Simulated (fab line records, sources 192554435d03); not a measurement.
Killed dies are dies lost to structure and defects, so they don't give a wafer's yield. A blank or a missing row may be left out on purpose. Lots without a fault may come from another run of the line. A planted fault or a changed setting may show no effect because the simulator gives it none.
Which tool did it? | flow n5_finfet | 24 lots, 72 wafers sampled, at 2 steps of a route of 1938

WHAT THE GAUGES READ, wafer by wafer
N5_BEOL_M4_RS_MEAS_58: measures by four-point-probe. Usual: M4_RS 0.678 ohm/sq, standard deviation 0.029.
lot  | measured     | on            | M4_RS (ohm/sq)    | flag
L074 | day 7 23:49  | film_metro-02 | 0.677 0.711 0.696 |
L075 | day 8 08:26  | film_metro-02 | 0.664 0.706 0.684 |
L076 | day 8 10:42  | film_metro-02 | 0.727 0.666 0.665 |
L077 | day 8 18:25  | film_metro-02 | 0.635 0.673 0.664 |
L078 | day 8 18:56  | film_metro-01 | 0.667 0.641 0.667 |
L079 | day 8 22:34  | film_metro-02 | 0.672 0.636 0.671 |
L080 | day 9 15:39  | film_metro-02 | 0.677 0.698 0.765 |
L081 | day 9 16:11  | film_metro-01 | 0.644 0.699 0.677 |
L082 | day 9 22:36  | film_metro-02 | 0.651 0.647 0.688 |
L083 | day 10 08:15 | film_metro-01 | 0.665 0.633 0.647 |
L084 | day 10 14:38 | film_metro-01 | 0.650 0.683 0.687 |
L086 | day 10 20:37 | film_metro-01 | 0.675 0.678 0.664 |
L085 | day 10 20:56 | film_metro-01 | 0.682 0.650 0.668 |
L087 | day 11 04:09 | film_metro-02 | 0.666 0.680 0.661 |
L088 | day 11 04:26 | film_metro-01 | 0.718 0.704 0.699 |
L089 | day 11 13:05 | film_metro-01 | 0.706 0.730 0.712 |
L091 | day 12 04:37 | film_metro-02 | 0.681 0.674 0.629 |
L090 | day 12 09:43 | film_metro-02 | 0.650 0.649 0.663 |
L092 | day 12 13:55 | film_metro-01 | 0.710 0.758 0.714 |
L093 | day 12 16:23 | film_metro-02 | 0.601 0.634 0.642 |
L094 | day 12 19:54 | film_metro-02 | 0.683 0.673 0.706 |
L096 | day 13 09:12 | film_metro-02 | 0.675 0.687 0.706 |
L095 | day 13 15:46 | film_metro-01 | 0.707 0.685 0.700 |
L097 | day 13 20:12 | film_metro-02 | 0.704 0.692 0.715 |

WHICH TOOL RAN EACH LOT (tool, then ch and the chambers of the sampled wafers, then the start)
lot  | N5_BEOL_M4_ANNEAL_95
L074 | pvd_sputter-02, day 7 22:35
L075 | pvd_sputter-03, day 8 07:13
L076 | pvd_sputter-02, day 8 09:28
L077 | pvd_sputter-03, day 8 17:12
L078 | pvd_sputter-02, day 8 17:36
L079 | pvd_sputter-01, day 8 21:21
L080 | pvd_sputter-03, day 9 14:22
L081 | pvd_sputter-01, day 9 14:57
L082 | pvd_sputter-02, day 9 21:23
L083 | pvd_sputter-01, day 10 06:58
L084 | pvd_sputter-03, day 10 13:10
L086 | pvd_sputter-03, day 10 19:25
L085 | pvd_sputter-01, day 10 19:44
L087 | pvd_sputter-02, day 11 02:58
L088 | pvd_sputter-01, day 11 03:15
L089 | pvd_sputter-01, day 11 11:51
L091 | pvd_sputter-03, day 12 03:25
L090 | pvd_sputter-01, day 12 08:31
L092 | pvd_sputter-01, day 12 12:41
L093 | pvd_sputter-01, day 12 15:08
L094 | pvd_sputter-02, day 12 18:42
L096 | pvd_sputter-02, day 13 07:59
L095 | pvd_sputter-01, day 13 14:16
L097 | pvd_sputter-01, day 13 18:59
- N5_BEOL_M4_ANNEAL_95: time 240 s.

WHAT THE TOOLS THEMSELVES READ (means of the sampled wafers that have a number; where no wafer has one, the mark that the record gives instead)
N5_BEOL_M4_ANNEAL_95. Usual: heater_power_w 858 W, standard deviation 110; susceptor_temp_C 399.99 C, standard deviation 0.21; susceptor_temp_C_max 401.0, standard deviation 0.42.
lot  | tool           | heater_power_w (W) | susceptor_temp_C (C) | susceptor_temp_C_max | flag
L074 | pvd_sputter-02 | 864                | 399.80               | 401.3                |
L075 | pvd_sputter-03 | 806                | 399.94               | 401.0                |
L076 | pvd_sputter-02 | 856                | 400.10               | 401.2                |
L077 | pvd_sputter-03 | 800                | 399.90               | 400.9                |
L078 | pvd_sputter-02 | 906                | 399.95               | 400.8                |
L079 | pvd_sputter-01 | 823                | 400.18               | 401.3                |
L080 | pvd_sputter-03 | 926                | 400.30               | 401.4                |
L081 | pvd_sputter-01 | 788                | 399.90               | 400.9                |
L082 | pvd_sputter-02 | 897                | 400.02               | 401.0                |
L083 | pvd_sputter-01 | 850                | 400.06               | 400.9                |
L084 | pvd_sputter-03 | 773                | 399.84               | 400.6                |
L086 | pvd_sputter-03 | 867                | 400.01               | 400.7                |
L085 | pvd_sputter-01 | 836                | 400.08               | 401.3                |
L087 | pvd_sputter-02 | 847                | 399.97               | 401.1                |
L088 | pvd_sputter-01 | 853                | 399.92               | 401.2                |
L089 | pvd_sputter-01 | 869                | 400.03               | 401.0                |
L091 | pvd_sputter-03 | 881                | 400.03               | 400.9                |
L090 | pvd_sputter-01 | 860                | 399.79               | 401.1                |
L092 | pvd_sputter-01 | 824                | 400.04               | 401.2                |
L093 | pvd_sputter-01 | 871                | 399.94               | 400.9                |
L094 | pvd_sputter-02 | 908                | 399.79               | 400.6                |
L096 | pvd_sputter-02 | 859                | 400.05               | 401.1                |
L095 | pvd_sputter-01 | 877                | 399.91               | 401.3                |
L097 | pvd_sputter-01 | 856                | 399.89               | 401.1                |

THE ANSWER, worked out from the rows above alone
Rule: a lot is off if the mean of its wafers that have a number lies more than 3 standard deviations from the usual mean. A lot without any number at a reading at which 4 lots or more have one is off too. The other lots that the step has rows for count as sound. The gauges are gone through in route order, then the tools' own readings, and for those a lot's mean is taken as printed above. The first step at which some lot is off is used, and at that step the reading that is off furthest; a lot without a number counts as furthest.
No lot is off at any reading shown: from this, nothing can be told.

WHAT THE SIMULATOR HAD PUT IN
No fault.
